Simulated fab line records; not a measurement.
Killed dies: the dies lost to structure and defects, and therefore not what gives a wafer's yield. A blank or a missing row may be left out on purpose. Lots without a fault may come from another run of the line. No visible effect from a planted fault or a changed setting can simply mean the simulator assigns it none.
fab line records -- flow n5Finfet
record: lots: 6, wafers: 18, lastDay: 18
route steps=1938 shown MIM_TOP_LITHO@1839 MIM_TOP_ETCH@1851 PASSIVATION@1936
lots that met no fault: from a run of the same line without faults
startH: hours from the record's opening day to when the first of the lot's shown wafers began -- waitH: hours from the lot's prior step to this one -- " repeats the value in the row above -- L1.1+2: a row that stands for several wafers -- - no value present, or no start provided -- * or withheld: withheld -- < > ~ a bound
route shown NAME@n: a module of which the file shows steps, and the number in the route of the first -- usual: mean/standard deviation of fault-free wafers -- same: alike in all rows -- chamber/n: place in a boat -- sites: readings site by site -- _std_site: standard deviation across them -- _edge_site: inner sites' mean taken away from outer sites' mean -- radiusMm: for every site, how far away it sits from the centre of the wafer -- mask NAME#n: copy n -- behind: the tool/chamber that last shaped the wafer -- hold: why the lot was held/for how many hours/how that ended -- device: which transistor (n, p or np) failed to switch -- end of line: the tests these same wafers got at the end of their route -- a step without rows: its recipe alone -- killed: dies that structure and defects cost at the first sort, which is not the same as the wafer's yield -- map: a wafer's dies, x killed, . not, _ none there
set.NAME: the setting the step ran with; set.NAME@STEP: the setting that earlier step ran with -- model.NAME: the simulator's own value behind a step, which no gauge read
lots at some steps of the route; a table a step, a row a wafer
services: the hour from which a tool's chamber was out of use, counted from the record's first day as startH (under 0 if before that day), plus the number of hours and why
== steps ==
step: N5_MIM_TOP_LITHO_HMDS_01
recipe: timeS: 60, tempC: 120
step: N5_MIM_TOP_LITHO_COAT_02
recipe: spinRpm: *, resistThkNm: *
step: N5_MIM_TOP_LITHO_EBR_04
recipe: solvent: PGMEA, ebrWidthMm: 1.5
step: N5_MIM_TOP_LITHO_SOFTBAKE_03
recipe: tempC: 100, timeS: 90
step: N5_MIM_TOP_LITHO_EXPOSE_05
recipe: maskId: MIM_TOP, na: 0.55, sourceShape: conventional, sigmaOuter: 0.8, polarization: unpolarized, targetCdNm: 2000, doseMj: 20.5
step: N5_MIM_TOP_LITHO_PEB_06
recipe: pebTempC: withheld, pebTimeS: *
step: N5_MIM_TOP_LITHO_DEVELOP_07
recipe: developTimeS: 60, rinseLiquid: diw, dry: airSpin, devTempC: 21
step: N5_MIM_TOP_LITHO_HARDBAKE_09
recipe: tempC: 130, timeS: 120
step: N5_MIM_TOP_LITHO_CD_MEAS_08
recipe: targetCdNm: 2000, landingEnergyEv: 500, detector: seInlens
usual: cdNm: 2000.0/2.3
lot.wafer,tool,chamber,startH,waitH,cdNm
L283.2,cdSem-01,0,287.12,-,1997.9
L283.3,cdSem-01,0,287.12,-,2002.6
L283.6,cdSem-01,0,287.12,-,1997.9
L289.4,cdSem-03,0,311.07,-,1997.8
L289.5,cdSem-03,0,311.07,-,2002.2
L289.6,cdSem-03,0,311.07,-,2000.2
L290.1,cdSem-02,0,362.84,-,2001.3
L290.3,cdSem-02,0,362.84,-,1997.2
L290.6,cdSem-02,0,362.84,-,2003.2
L293.3,cdSem-01,0,367.28,-,1999.4
L293.4,cdSem-01,0,367.28,-,2000.1
L293.6,cdSem-01,0,367.28,-,2002.6
L301.2,cdSem-03,0,406.52,-,1997.1
L301.3,cdSem-03,0,406.52,-,1996.7
L301.5,cdSem-03,0,406.52,-,1999.0
L302.1,cdSem-02,0,414.85,-,1998.5
L302.5,cdSem-02,0,414.85,-,1999.8
L302.6,cdSem-02,0,414.85,-,1997.0
step: N5_MIM_TOP_LITHO_OVL_MEAS_11
recipe: pointsPerWafer: 44
usual: MIM_TOP_OVL: 0/4.7
lot.wafer,tool,chamber,startH,waitH,MIM_TOP_OVL[nm]
L283.2,overlay-02,0,287.15,0.0,-6
L283.3,overlay-02,0,287.15,0.0,-6
L283.6,overlay-02,0,287.15,0.0,-4
L289.4,overlay-01,0,311.10,0.0,1
L289.5,overlay-01,0,311.10,0.0,-6
L289.6,overlay-01,0,311.10,0.0,-10
L290.1,overlay-01,0,362.87,0.0,-4
L290.3,overlay-01,0,362.87,0.0,-5
L290.6,overlay-01,0,362.87,0.0,2
L293.3,overlay-01,0,367.31,0.0,-5
L293.4,overlay-01,0,367.31,0.0,-4
L293.6,overlay-01,0,367.31,0.0,9
L301.2,overlay-01,0,406.55,0.0,-1
L301.3,overlay-01,0,406.55,0.0,3
L301.5,overlay-01,0,406.55,0.0,-3
L302.1,overlay-01,0,414.88,0.0,3
L302.5,overlay-01,0,414.88,0.0,-1
L302.6,overlay-01,0,414.88,0.0,1
step: N5_MIM_TOP_LITHO_INSPECT_12
recipe: mode: adi, inspectInstrument: macro
usual: rawDefectCount: 2.2/1.4
lot.wafer,tool,chamber,startH,waitH,rawDefectCount
L283.2,defectInspect-01,-,287.18,0.0,2
L283.3,defectInspect-01,-,287.18,0.0,2
L283.6,defectInspect-01,-,287.18,0.0,0
L289.4,defectInspect-02,-,311.12,0.0,1
L289.5,defectInspect-02,-,311.12,0.0,1
L289.6,defectInspect-02,-,311.12,0.0,5
L290.1,defectInspect-02,-,362.89,0.0,0
L290.3,defectInspect-02,-,362.89,0.0,7
L290.6,defectInspect-02,-,362.89,0.0,1
L293.3,defectInspect-01,-,367.34,0.0,2
L293.4,defectInspect-01,-,367.34,0.0,4
L293.6,defectInspect-01,-,367.34,0.0,2
L301.2,defectInspect-01,-,406.57,0.0,0
L301.3,defectInspect-01,-,406.57,0.0,1
L301.5,defectInspect-01,-,406.57,0.0,1
L302.1,defectInspect-01,-,414.90,0.0,1
L302.5,defectInspect-01,-,414.90,0.0,2
L302.6,defectInspect-01,-,414.90,0.0,0
step: N5_MIM_TOP_LITHO_DESCUM_10
recipe: chemistry: O2, timeS: 7.9, sourcePowerW: 50, biasPowerW: 20, pressureMtorr: 20, rfFrequencyHz: 2.712e+07, tempC: 40, o2FlowSccm: 225
usual: drypumpMotorCurrentA: 5.6/0.44, oesProductAu: 0.81/0.071, rfFwdPowerW: 49.69/0.18, rfVppV: 243.6/1.4, showerheadPlenumPTorr: 2.13/0.078, throttleValvePct: 20.46/0.23
lot.wafer,tool,chamber,startH,waitH,drypumpMotorCurrentA,oesProductAu,rfFwdPowerW,rfHoursCounterH,rfVppV,showerheadPlenumPTorr,throttleValvePct
L283.2,rieDiel-03,2,288.21,1.0,6.0,0.83,49.59,78,244.7,2.21,20.23
L283.3,rieDiel-03,3,288.21,1.0,5.4,0.76,49.44,122,245.4,2.19,20.47
L283.6,rieDiel-03,0,288.21,1.0,5.5,0.71,49.73,-,241.6,1.97,20.89
L289.4,rieDiel-03,2,311.15,0.0,6.0,0.82,49.80,90,245.4,2.21,20.26
L289.5,rieDiel-03,0,311.15,0.0,5.5,0.69,49.65,-,240.4,1.97,20.93
L289.6,rieDiel-03,1,311.15,0.0,5.0,0.86,49.71,-,244.5,2.19,20.21
L290.1,rieDiel-01,2,363.03,0.1,5.9,0.85,49.44,68,244.5,2.25,20.79
L290.3,rieDiel-01,1,363.03,0.1,5.0,0.88,49.69,32,244.7,2.14,20.45
L290.6,rieDiel-01,3,363.03,0.1,5.6,0.71,49.53,-,242.6,2.09,20.36
L293.3,rieDiel-05,0,367.37,0.0,4.7,0.80,49.95,96,243.6,2.12,20.24
L293.4,rieDiel-05,2,367.37,0.0,5.8,0.95,49.87,18,241.4,2.05,20.49
L293.6,rieDiel-05,2,367.37,0.0,5.8,0.95,49.68,-,242.0,2.05,20.49
L301.2,rieDiel-03,2,406.61,0.0,6.0,0.77,50.02,123,245.7,2.20,20.31
L301.3,rieDiel-03,3,406.61,0.0,5.4,0.72,49.55,172,245.5,2.17,20.52
L301.5,rieDiel-03,2,406.61,0.0,6.0,0.77,49.72,-,244.1,2.20,20.33
L302.1,rieDiel-03,3,415.41,0.5,5.4,0.71,49.54,175,243.3,2.17,20.53
L302.5,rieDiel-03,3,415.41,0.5,5.5,0.71,49.47,-,243.9,2.17,20.51
L302.6,rieDiel-03,2,415.41,0.5,6.0,0.78,49.72,-,245.2,2.20,20.31
step: N5_MIM_TOP_ETCH_ETCH_00
recipe: chemistry: Cl2/BCl3, target: TiN, targetDepthA: 385, ionEnergyEv: 150, pressureMtorr: 10, icpW: 1000, biasW: 126, Cl2_flow_sccm: 53.25, bcl3FlowSccm: 21.75, Ar_flow_sccm: 25
usual: bcl3FlowSccm: 21.76/0.068, biasW: 126.0/0.39, drypumpMotorCurrentA: 5.9/0.54, oesProductAu: 0.87/0.096, rfFwdPowerW: 994/4.1, throttleValvePct: 22.61/0.23
lot.wafer,tool,chamber,startH,waitH,bcl3FlowSccm,biasW,drypumpMotorCurrentA,oesProductAu,rfFwdPowerW,rfHoursCounterH,throttleValvePct
L283.2,rieMetal-02,1,288.30,0.1,21.77,126.5,6.2,0.93,994,2,22.59
L283.3,rieMetal-02,1,288.30,0.1,21.71,125.8,6.2,0.93,993,-,22.61
L283.6,rieMetal-02,0,288.30,0.1,21.68,126.3,6.5,0.91,997,-,22.70
L289.4,rieMetal-01,1,311.36,0.2,21.60,125.8,5.8,0.77,995,-,22.42
L289.5,rieMetal-01,1,311.36,0.2,21.67,125.5,5.8,0.77,991,-,22.43
L289.6,rieMetal-01,1,311.36,0.2,21.73,125.7,5.8,0.77,991,-,22.42
L290.1,rieMetal-01,1,363.12,0.1,21.76,120.8,5.8,0.74,990,54,22.42
L290.3,rieMetal-01,1,363.12,0.1,21.83,121.1,5.8,0.75,993,-,22.43
L290.6,rieMetal-01,0,363.12,0.1,21.89,125.5,4.8,1.00,989,-,22.13
L293.3,rieMetal-01,1,367.50,0.1,21.80,121.4,5.8,0.75,988,-,22.45
L293.4,rieMetal-01,0,367.50,0.1,21.80,126.2,4.8,0.99,987,-,22.14
L293.6,rieMetal-01,0,367.50,0.1,21.81,126.2,4.8,0.99,987,-,22.13
L301.2,rieMetal-02,0,406.70,0.1,21.83,126.3,6.5,0.84,999,18,22.73
L301.3,rieMetal-02,1,406.70,0.1,21.77,126.5,6.2,0.84,1000,-,22.64
L301.5,rieMetal-02,1,406.70,0.1,21.89,126.6,6.2,0.84,1000,-,22.62
L302.1,rieMetal-03,0,415.50,0.1,21.74,126.6,5.9,0.93,993,6,22.82
L302.5,rieMetal-03,0,415.50,0.1,21.69,126.1,5.9,0.93,997,-,22.84
L302.6,rieMetal-03,1,415.50,0.1,21.78,125.5,5.4,0.83,988,-,22.82
step: N5_MIM_TOP_ETCH_STRIP_01
recipe: chemistry: O2, powerW: 600, tempC: 60, pressureMtorr: 30, rfFrequencyHz: 6e+07, biasPowerW: 0, overashFraction: 0.5, o2FlowSccm: 225
usual: drypumpMotorCurrentA: 5.5/0.35, oesProductAu: 0.81/0.095, rfVppV: 3.7/1.5, showerheadPlenumPTorr: 2.09/0.07, throttleValvePct: 16.71/0.19
lot.wafer,tool,chamber,startH,waitH,drypumpMotorCurrentA,oesProductAu,rfHoursCounterH,rfVppV,showerheadPlenumPTorr,throttleValvePct
L283.2,rieDiel-04,1,288.44,0.1,5.0,0.93,6,3.5,2.05,16.49
L283.3,rieDiel-04,3,288.44,0.1,5.4,0.68,230,3.5,2.18,16.98
L283.6,rieDiel-04,0,288.44,0.1,5.6,0.80,-,4.0,2.06,16.77
L289.4,rieDiel-02,1,311.50,0.1,6.0,0.67,242,4.4,2.10,17.06
L289.5,rieDiel-02,2,311.50,0.1,5.8,0.88,-,3.2,2.05,16.35
L289.6,rieDiel-02,3,311.50,0.1,5.7,0.82,-,2.4,2.23,17.04
L290.1,rieDiel-06,3,363.32,0.2,5.2,0.80,88,2.9,2.19,16.47
L290.3,rieDiel-06,1,363.32,0.2,5.4,0.78,116,7.8,2.02,16.95
L290.6,rieDiel-06,1,363.32,0.2,5.4,0.79,-,5.0,2.02,16.95
L293.3,rieDiel-04,2,367.60,0.1,5.7,0.68,219,3.1,2.00,16.80
L293.4,rieDiel-04,2,367.60,0.1,5.7,0.69,-,3.0,2.00,16.82
L293.6,rieDiel-04,0,367.60,0.1,5.7,0.79,-,3.5,2.05,16.74
L301.2,rieDiel-04,0,406.84,0.1,5.6,0.76,121,2.4,2.05,16.79
L301.3,rieDiel-04,1,406.84,0.1,5.0,0.89,45,8.6,2.04,16.54
L301.5,rieDiel-04,2,406.84,0.1,5.7,0.66,-,4.3,1.99,16.84
L302.1,rieDiel-04,0,415.64,0.1,5.6,0.77,124,3.9,2.05,16.78
L302.5,rieDiel-04,1,415.64,0.1,5.0,0.85,-,3.7,2.04,16.53
L302.6,rieDiel-04,0,415.64,0.1,5.6,0.78,-,1.4,2.05,16.80
step: N5_PASSIVATION_PROBE_49
usual: defectLimitedYield: 91.0/1.4, killed_at_M0_to_M3: 35/10, killed_at_M4_up: 14/5.5, killedAtContacts: 13/5.6, killedAtFrontEnd: 41/11, killedAtOther: 4/3.4, killedDies: 106/16, killedOpen: 68/12, killedShort: 35/7.3, sort_bin_4_leakage: 0.3/2.1, sort_bin_5_function: 5.3/0.89, sort_bin_6_memory: 3.4/0.67, sortNPass: 1070/28, sortYieldPct: 90.7/2.4
same: grossDies: 1180, killedAtBackSide: 0, sort_bin_8_speed[%]: 0
lot.wafer,tool,chamber,startH,waitH,defectLimitedYield[%],killed_at_M0_to_M3,killed_at_M4_up,killedAtContacts,killedAtFrontEnd,killedAtOther,killedDies,killedOpen,killedShort,sort_bin_4_leakage[%],sort_bin_5_function[%],sort_bin_6_memory[%],sortNPass,sortYieldPct[%]
L283.2,prober-01,-,301.47,0.1,92.0,40,13,6,27,8,94,58,30,0,4.8,2.8,1086,92.0
L283.3,prober-01,-,301.52,0.1,91.4,23,14,9,46,9,101,51,42,0,4.8,3.3,1079,91.4
L283.6,prober-01,-,301.67,0.3,90.4,37,13,15,41,7,113,76,33,0,5.7,3.6,1067,90.4
L290.1,prober-02,-,372.00,0.0,90.3,29,31,11,38,5,114,72,32,0,6.3,3.0,1066,90.3
L290.3,prober-02,-,372.10,0.1,92.5,15,34,12,24,3,88,62,25,0,4.6,2.8,1092,92.5
L290.6,prober-02,-,372.25,0.3,90.4,45,24,17,25,2,113,68,41,0,5.9,3.2,1067,90.4
L293.3,prober-02,-,379.48,0.1,91.4,29,14,14,44,1,102,58,41,23.2,4.7,3.6,804,68.1
L301.2,prober-01,-,415.51,0.1,93.1,22,10,8,38,4,82,60,18,6.2,3.3,3.2,1025,86.9
L301.3,prober-01,-,415.56,0.1,90.3,41,14,11,46,2,114,76,35,0,5.8,3.4,1066,90.3
L301.5,prober-01,-,415.66,0.2,90.9,30,12,12,49,4,107,64,42,0,5.9,2.9,1073,90.9
L302.1,prober-01,-,424.41,0.0,90.0,39,10,16,47,6,118,76,36,0,5.9,3.6,1062,90.0
L302.5,prober-01,-,424.61,0.2,91.0,40,14,10,34,8,106,67,34,0,5.5,3.2,1074,91.0
L302.6,prober-01,-,424.66,0.3,91.2,35,18,15,34,2,104,69,31,0,5.3,3.0,1076,91.2
killed by level:class
L283.2 BEOL_M0_SAQP:geometricParticle:short=14 BEOL_M0_SAQP:geometricParticle:open=11 STI_FIN_REVEAL:geometricParticle:open=8 DUMMY_GATE:geometricParticle:open=8 BEOL_M2:geometricParticle:open=6 MOL_CONTACT_COAG:geometricParticle:open=5 PAD_METAL:geometricParticle:short=4 BEOL_M4:geometricParticle:open=4
L283.3 FIN_SAQP:geometricParticle:short=12 MOL_CONTACT_COAG:geometricParticle:open=8 STI_FIN_REVEAL:geometricParticle:open=7 BEOL_M0_SAQP:geometricParticle:short=7 DUMMY_GATE:geometricParticle:open=5 BEOL_M0_SAQP:geometricParticle:open=5 BEOL_M5:geometricParticle:open=5 BEOL_M1:geometricParticle:open=4
L283.6 STI_FIN_REVEAL:geometricParticle:open=15 MOL_CONTACT_COAG:geometricParticle:open=13 BEOL_M0_SAQP:geometricParticle:short=9 BEOL_M0_SAQP:geometricParticle:open=8 BEOL_M2:geometricParticle:open=6 BEOL_M3:geometricParticle:open=4 BEOL_M4:geometricParticle:open=4 ILD0:geometricParticle:short=3
L290.1 BEOL_M4:geometricParticle:open=13 FIN_SAQP:geometricParticle:short=8 DUMMY_GATE:geometricParticle:open=8 MOL_CONTACT_COAG:geometricParticle:open=7 BEOL_M0_SAQP:geometricParticle:open=6 STI_FIN_REVEAL:geometricParticle:open=5 ILD0:geometricParticle:short=5 BEOL_M1:geometricParticle:open=5
L290.3 BEOL_M4:geometricParticle:open=12 MOL_CONTACT_COAG:geometricParticle:open=10 DUMMY_GATE:geometricParticle:open=6 BEOL_M7:geometricParticle:open=6 BEOL_M8:geometricParticle:open=5 BEOL_M0_SAQP:geometricParticle:open=5 FIN_SAQP:geometricParticle:open=3 FIN_SAQP:geometricParticle:short=3
L290.6 BEOL_M4:geometricParticle:open=14 MOL_CONTACT_COAG:geometricParticle:open=12 BEOL_M0_SAQP:geometricParticle:short=12 BEOL_M1:geometricParticle:open=9 STI_FIN_REVEAL:geometricParticle:open=7 GATE_CUT:geometricParticle:short=6 MOL_CONTACT_COAG:geometricParticle:short=5 BEOL_M2:geometricParticle:open=5
L293.3 FIN_SAQP:geometricParticle:short=17 MOL_CONTACT_COAG:geometricParticle:open=10 BEOL_M1:geometricParticle:open=9 BEOL_M2:geometricParticle:open=8 BEOL_M4:geometricParticle:open=7 GATE_CUT:geometricParticle:short=6 STI_FIN_REVEAL:geometricParticle:short=5 STI_FIN_REVEAL:geometricParticle:open=5
L301.2 STARTING-WAFER:geometricParticle:open=8 STI_FIN_REVEAL:geometricParticle:open=7 MOL_CONTACT_COAG:geometricParticle:open=7 BEOL_M0_SAQP:geometricParticle:open=6 BEOL_M3:geometricParticle:open=5 BEOL_M4:geometricParticle:open=5 FIN_SAQP:geometricParticle:short=4 GATE_CUT:geometricParticle:short=4
L301.3 FIN_SAQP:geometricParticle:open=14 MOL_CONTACT_COAG:geometricParticle:open=10 BEOL_M3:geometricParticle:open=10 STI_FIN_REVEAL:geometricParticle:open=9 BEOL_M1:geometricParticle:open=7 FIN_SAQP:geometricParticle:short=6 BEOL_M0_SAQP:geometricParticle:short=6 BEOL_M0_SAQP:geometricParticle:open=6
L301.5 FIN_SAQP:geometricParticle:open=13 MOL_CONTACT_COAG:geometricParticle:open=9 GATE_CUT:geometricParticle:short=8 FIN_SAQP:geometricParticle:short=7 BEOL_M3:geometricParticle:open=7 BEOL_M1:geometricParticle:short=5 BEOL_M1:geometricParticle:open=5 BEOL_M2:geometricParticle:open=5
L302.1 MOL_CONTACT_COAG:geometricParticle:open=13 BEOL_M3:geometricParticle:open=9 STI_FIN_REVEAL:geometricParticle:open=7 FIN_SAQP:geometricParticle:open=6 ILD0:geometricParticle:short=5 BEOL_M1:geometricParticle:open=5 FIN_SAQP:geometricParticle:short=4 DUMMY_GATE:geometricParticle:open=4
L302.5 BEOL_M3:geometricParticle:open=9 FIN_SAQP:geometricParticle:open=8 MOL_CONTACT_COAG:geometricParticle:open=8 BEOL_M0_SAQP:geometricParticle:open=7 BEOL_M1:geometricParticle:open=6 ILD0:geometricParticle:short=5 BEOL_M0_SAQP:geometricParticle:short=5 BEOL_M2:geometricParticle:open=5
L302.6 MOL_CONTACT_COAG:geometricParticle:open=13 BEOL_M3:geometricParticle:open=12 GATE_CUT:geometricParticle:open=7 GATE_CUT:geometricParticle:short=6 BEOL_M0_SAQP:geometricParticle:short=5 BEOL_M4:geometricParticle:open=5 STI_FIN_REVEAL:geometricParticle:open=4 ILD0:geometricParticle:open=4
== services ==
tool,chamber,startH,hours,kind
rieDiel-03,3,273.20,6.0,repair
rieMetal-02,-,279.08,0.3,repair
rieDiel-05,-,280.28,28.1,pm
rieDiel-06,2,299.45,8.1,repair
rieMetal-01,0,310.11,4.5,repair
rieDiel-03,1,316.51,4.1,repair
rieMetal-01,0,323.34,-,clean
rieMetal-01,0,323.34,18.6,scheduledDown
rieMetal-01,0,323.34,18.6,ventCycle
rieMetal-03,0,331.76,-,clean
rieDiel-06,0,337.05,4.8,repair
rieDiel-03,2,343.20,4.2,repair
rieDiel-03,0,353.85,-,clean
rieDiel-03,0,353.85,-,consumableReplace:focusRing
rieDiel-03,0,353.85,-,consumableReplace:showerhead
rieDiel-03,0,353.85,22.0,scheduledDown
rieDiel-03,0,353.85,22.0,ventCycle
rieDiel-04,3,361.23,-,clean
rieDiel-04,3,361.23,-,consumableReplace:focusRing
rieDiel-04,3,361.23,19.9,scheduledDown
rieDiel-04,3,361.23,19.9,ventCycle
rieDiel-04,2,388.56,11.7,repair
rieDiel-03,0,396.55,16.0,repair
rieDiel-04,2,413.21,6.7,repair
== key ==
firstSign: step: N5_MIM_TOP_ETCH_ETCH_00, reading: biasW, direction: down, sigmas: 12, usual: *, struck: *
effect none on later readings
metAt N5_MIM_TOP_ETCH_ETCH_00
struckWafers L290.1,L290.3,L293.3
onsetBetween 311.36 363.12
fault: kind: processParameterDrift, tool: rieMetal-01, chamber: 1, onsetH: 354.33, steps: N5_MIM_TOP_ETCH_ETCH_00, channel: biasW, offset: *, shape: step, endH: 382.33, actsIn: *, stated: *
